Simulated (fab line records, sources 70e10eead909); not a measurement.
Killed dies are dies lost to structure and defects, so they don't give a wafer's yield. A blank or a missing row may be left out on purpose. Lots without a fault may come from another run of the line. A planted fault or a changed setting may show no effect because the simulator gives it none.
Which tool did it? | flow nand_harc | 13 lots, 39 wafers sampled, at 5 steps of a route of 1159

WHAT THE GAUGES READ, wafer by wafer
NHARC_END_SORT_01. Usual: killed_at_array 28, standard deviation 11; killed_at_other 0.5, standard deviation 0.87; killed_at_periphery 2.9, standard deviation 2.2; killed_dies 32, standard deviation 11; killed_open 3.2, standard deviation 1.9; killed_short 1.8, standard deviation 1.4.
lot  | measured     | on        | killed_at_array | killed_at_other | killed_at_periphery | killed_dies | killed_open | killed_short | flag
L270 | day 19 15:26 | prober-01 | 29 17 22        | 2 0 0           | 3 3 5               | 34 20 27    | 4 1 4       | 5 1 3        |
L273 | day 20 00:14 | prober-02 | 11 11 13        | 1 2 0           | 2 3 4               | 14 16 17    | 2 0 4       | 2 2 0        |
L271 | day 19 16:14 | prober-02 | 27 21 19        | 1 1 0           | 5 1 3               | 33 23 22    | 4 3 4       | 1 1 3        |
L272 | day 20 00:17 | prober-01 | 22 25 19        | 0 0 0           | 3 2 3               | 25 27 22    | 4 4 3       | 0 1 0        |
L275 | day 21 03:29 | prober-02 | 34 38 30        | 3 3 3           | 3 5 3               | 40 46 36    | 5 6 5       | 1 4 2        |
L274 | day 21 05:05 | prober-01 | 20 21 27        | 0 0 0           | 3 0 5               | 23 21 32    | 3 3 7       | 3 2 4        |
L279 | day 21 20:40 | prober-02 | 15 16 11        | 0 0 1           | 1 2 68              | 16 18 80    | 4 5 4       | 1 4 2        | OFF
L281 | day 22 03:39 | prober-02 | 14 18 15        | 0 0 0           | 2 0 0               | 16 18 15    | 4 4 2       | 0 0 0        |
L284 | day 22 12:19 | prober-01 | 54 52 54        | 1 2 0           | 2 3 3               | 57 57 57    | 5 2 4       | 1 2 3        |
L283 | day 22 12:06 | prober-02 | 16 10 15        | 0 0 0           | 2 2 5               | 18 12 20    | 4 2 7       | 0 2 3        |
L288 | day 23 22:45 | prober-01 | 37 53 52        | 0 0 0           | 0 3 0               | 37 56 52    | 1 1 5       | 0 4 1        |
L290 | day 24 19:07 | prober-01 | 23 18 24        | 0 1 2           | 4 2 3               | 27 21 29    | 8 4 5       | 0 0 0        |
L292 | day 25 08:26 | prober-01 | 41 29 40        | 0 0 1           | 2 3 3               | 43 32 44    | 2 0 4       | 1 4 2        |

WHICH TOOL RAN EACH LOT (tool, then ch and the chambers of the sampled wafers, then the start)
lot  | NHARC_P_GATE_STRIP_95                | NHARC_P_CONTACT_DEP_30          | NHARC_P_CONTACT_EXPOSE_09          | NHARC_P_CONTACT_ETCH_35
L270 | plasma_asher-02 ch 0,1, day 5 14:34  | pecvd-04 ch 0,1,2, day 5 16:29  | arfi_scanner-01 ch 0, day 5 17:52  | rie_diel-09 ch 0,1,3, day 5 18:17
L273 | plasma_asher-02 ch 0,1, day 6 03:34  | pecvd-01 ch 1,2, day 6 05:30    | arfi_scanner-01 ch 0, day 6 06:44  | rie_diel-06 ch 0,1,2, day 6 07:12
L271 | plasma_asher-01 ch 0,1, day 6 03:58  | pecvd-01 ch 0,1,2, day 6 05:59  | arfi_scanner-02 ch 0, day 6 07:21  | rie_diel-09 ch 0,2,3, day 6 07:46
L272 | plasma_asher-02 ch 0,1, day 6 04:20  | pecvd-04 ch 0,1,2, day 6 06:15  | arfi_scanner-01 ch 0, day 6 07:39  | rie_diel-06 ch 0,2,3, day 6 08:05
L275 | plasma_asher-02 ch 0, day 6 17:38    | pecvd-03 ch 0,1, day 6 19:34    | arfi_scanner-01 ch 0, day 6 20:50  | rie_diel-06 ch 1,2,3, day 6 21:16
L274 | plasma_asher-02 ch 0,1, day 6 20:34  | pecvd-01 ch 0,1,2, day 6 22:31  | arfi_scanner-03 ch 0, day 6 23:52  | rie_diel-06 ch 1,2, day 7 00:19
L279 | plasma_asher-02 ch 0,1, day 8 03:51  | pecvd-03 ch 0,1, day 8 05:48    | arfi_scanner-01 ch 0, day 8 07:08  | rie_diel-09 ch 1,2,3, day 8 07:34
L281 | plasma_asher-02 ch 0,1, day 8 13:50  | pecvd-03 ch 0,1, day 8 15:52    | arfi_scanner-02 ch 0, day 8 17:17  | rie_diel-09 ch 2,3, day 8 17:41
L284 | plasma_asher-01 ch 0,1, day 8 20:52  | pecvd-03 ch 0,1, day 8 22:44    | arfi_scanner-02 ch 0, day 9 00:01  | rie_diel-06 ch 0,1,3, day 9 00:25
L283 | plasma_asher-01 ch 0,1, day 9 00:13  | pecvd-04 ch 1,2, day 9 02:25    | arfi_scanner-02 ch 0, day 9 03:42  | rie_diel-09 ch 0,1,2, day 9 04:08
L288 | plasma_asher-01 ch 0,1, day 10 03:45 | pecvd-03 ch 0,1,2, day 10 06:45 | arfi_scanner-02 ch 0, day 10 08:09 | rie_diel-09 ch 0,1,2, day 10 08:34
L290 | plasma_asher-02 ch 0,1, day 10 20:19 | pecvd-03 ch 0,2, day 10 22:17   | arfi_scanner-02 ch 0, day 10 23:37 | rie_diel-09 ch 0,1,3, day 11 00:02
L292 | plasma_asher-02 ch 0, day 10 23:15   | pecvd-03 ch 0,1,2, day 11 01:08 | arfi_scanner-02 ch 0, day 11 02:25 | rie_diel-09 ch 2,3, day 11 02:50
- NHARC_P_GATE_STRIP_95: strips in O2.
- NHARC_P_CONTACT_DEP_30: deposits SiNx, target thk 30 nm.
- NHARC_P_CONTACT_EXPOSE_09: exposes mask P CA, target cd 90 nm.
- NHARC_P_CONTACT_ETCH_35: etches the open film in CF4, target depth 39 nm, time 65 s.

WHAT THE TOOLS THEMSELVES READ (means of the sampled wafers that have a number; where no wafer has one, the mark that the record gives instead)
NHARC_P_GATE_STRIP_95. Usual: drypump_motor_current_A 5.3 A, standard deviation 0.42; heater_power_w 342 W, standard deviation 17.
lot  | tool            | drypump_motor_current_A (A) | heater_power_w (W) | flag
L270 | plasma_asher-02 | 5.1                         | 349                |
L273 | plasma_asher-02 | 5.1                         | 350                |
L271 | plasma_asher-01 | 5.5                         | 344                |
L272 | plasma_asher-02 | 5.4                         | 337                |
L275 | plasma_asher-02 | 4.8                         | 354                |
L274 | plasma_asher-02 | 5.4                         | 338                |
L279 | plasma_asher-02 | 5.4                         | 340                |
L281 | plasma_asher-02 | 5.5                         | 332                |
L284 | plasma_asher-01 | 5.5                         | 339                |
L283 | plasma_asher-01 | 5.5                         | 341                |
L288 | plasma_asher-01 | 5.4                         | 336                |
L290 | plasma_asher-02 | 5.1                         | 358                |
L292 | plasma_asher-02 | 4.8                         | 373                |

NHARC_P_CONTACT_DEP_30. Usual: heater_power_w 737 W, standard deviation 77.
lot  | tool     | heater_power_w (W) | flag
L270 | pecvd-04 | 697                |
L273 | pecvd-01 | 788                |
L271 | pecvd-01 | 761                |
L272 | pecvd-04 | 713                |
L275 | pecvd-03 | 735                |
L274 | pecvd-01 | 787                |
L279 | pecvd-03 | 770                |
L281 | pecvd-03 | 701                |
L284 | pecvd-03 | 689                |
L283 | pecvd-04 | 655                |
L288 | pecvd-03 | 702                |
L290 | pecvd-03 | 660                |
L292 | pecvd-03 | 738                |

NHARC_P_CONTACT_EXPOSE_09. Usual: exposure_dose_mJ_cm2 81.27, standard deviation 0.086.
lot  | tool            | exposure_dose_mJ_cm2 | flag
L270 | arfi_scanner-01 | 81.31                |
L273 | arfi_scanner-01 | 81.23                |
L271 | arfi_scanner-02 | 81.28                |
L272 | arfi_scanner-01 | 81.22                |
L275 | arfi_scanner-01 | 81.42                |
L274 | arfi_scanner-03 | 81.29                |
L279 | arfi_scanner-01 | 84.05                | OFF
L281 | arfi_scanner-02 | 81.31                |
L284 | arfi_scanner-02 | 81.21                |
L283 | arfi_scanner-02 | 81.25                |
L288 | arfi_scanner-02 | 81.40                |
L290 | arfi_scanner-02 | 81.35                |
L292 | arfi_scanner-02 | 81.30                |

NHARC_P_CONTACT_ETCH_35. Usual: drypump_motor_current_A 5.8 A, standard deviation 0.31; mfc_ar_sccm 0.004 sccm, standard deviation 0.0054; oes_product_au 1.000 a.u., standard deviation 0.016; rf_vpp_V 150.9 V, standard deviation 1.1; showerhead_plenum_p_Torr 1.75 Torr, standard deviation 0.044; throttle_valve_pct 13.284 %, standard deviation 0.009.
lot  | tool        | drypump_motor_current_A (A) | mfc_ar_sccm (sccm) | oes_product_au (a.u.) | rf_vpp_V (V) | showerhead_plenum_p_Torr (Torr) | throttle_valve_pct (%) | flag
L270 | rie_diel-09 | 5.8                         | 0.007              | 1.012                 | 150.7        | 1.73                            | 13.280                 |
L273 | rie_diel-06 | 5.5                         | 0.005              | 1.009                 | 151.0        | 1.80                            | 13.283                 |
L271 | rie_diel-09 | 6.0                         | 0.008              | 1.001                 | 151.5        | 1.73                            | 13.289                 |
L272 | rie_diel-06 | 5.5                         | 0.005              | 1.013                 | 151.6        | 1.75                            | 13.293                 |
L275 | rie_diel-06 | 5.9                         | 0.000              | 1.004                 | 150.9        | 1.75                            | 13.276                 |
L274 | rie_diel-06 | 5.9                         | 0.000              | 1.006                 | 150.9        | 1.80                            | 13.287                 |
L279 | rie_diel-09 | 5.9                         | 0.006              | 0.996                 | 150.2        | 1.75                            | 13.281                 |
L281 | rie_diel-09 | 6.0                         | 0.008              | 0.986                 | 150.5        | 1.74                            | 13.290                 |
L284 | rie_diel-06 | 5.5                         | 0.005              | 0.990                 | 150.6        | 1.77                            | 13.281                 |
L283 | rie_diel-09 | 5.8                         | 0.004              | 1.004                 | 150.0        | 1.73                            | 13.286                 |
L288 | rie_diel-09 | 5.8                         | 0.004              | 0.998                 | 151.4        | 1.73                            | 13.283                 |
L290 | rie_diel-09 | 5.8                         | 0.007              | 0.987                 | 150.8        | 1.73                            | 13.284                 |
L292 | rie_diel-09 | 6.0                         | 0.010              | 0.973                 | 151.0        | 1.74                            | 13.274                 |

THE ANSWER, worked out from the rows above alone
Rule: a lot is off if the mean of its wafers that have a number lies more than 3 standard deviations from the usual mean. A lot without any number at a reading at which 4 lots or more have one is off too. The other lots that the step has rows for count as sound. The gauges are gone through in route order, then the tools' own readings, and for those a lot's mean is taken as printed above. The first step at which some lot is off is used, and at that step the reading that is off furthest; a lot without a number counts as furthest.
Off: L279, at NHARC_END_SORT_01 (killed_at_periphery).
A tool fits if, at a process step before that reading, it ran every lot that is off, and no sound lot after the first of them. The gauges at NHARC_END_SORT_01 aren't tried: what is off there is off at NHARC_P_CONTACT_EXPOSE_09 too, on other tools, and a gauge's error can't cause that. One fits: arfi_scanner-01 at NHARC_P_CONTACT_EXPOSE_09. Its last sound lot is L275 (day 6 20:50), its first lot that is off L279 (day 8 07:08): a fault that began between those two fits.
The tool's own readings at NHARC_P_CONTACT_EXPOSE_09 bear it out: on the lots that are off they differ by more than 5 times the standard deviation of the sound lots' means. exposure_dose_mJ_cm2 reads 84.05 there against 81.30 on the sound lots.

WHAT THE SIMULATOR HAD PUT IN
Process parameter drift: arfi_scanner-01, from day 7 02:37 on, at NHARC_P_CONTACT_EXPOSE_09. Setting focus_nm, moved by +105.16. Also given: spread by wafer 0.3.
Lots struck among those shown: L279. The rule above found the same.
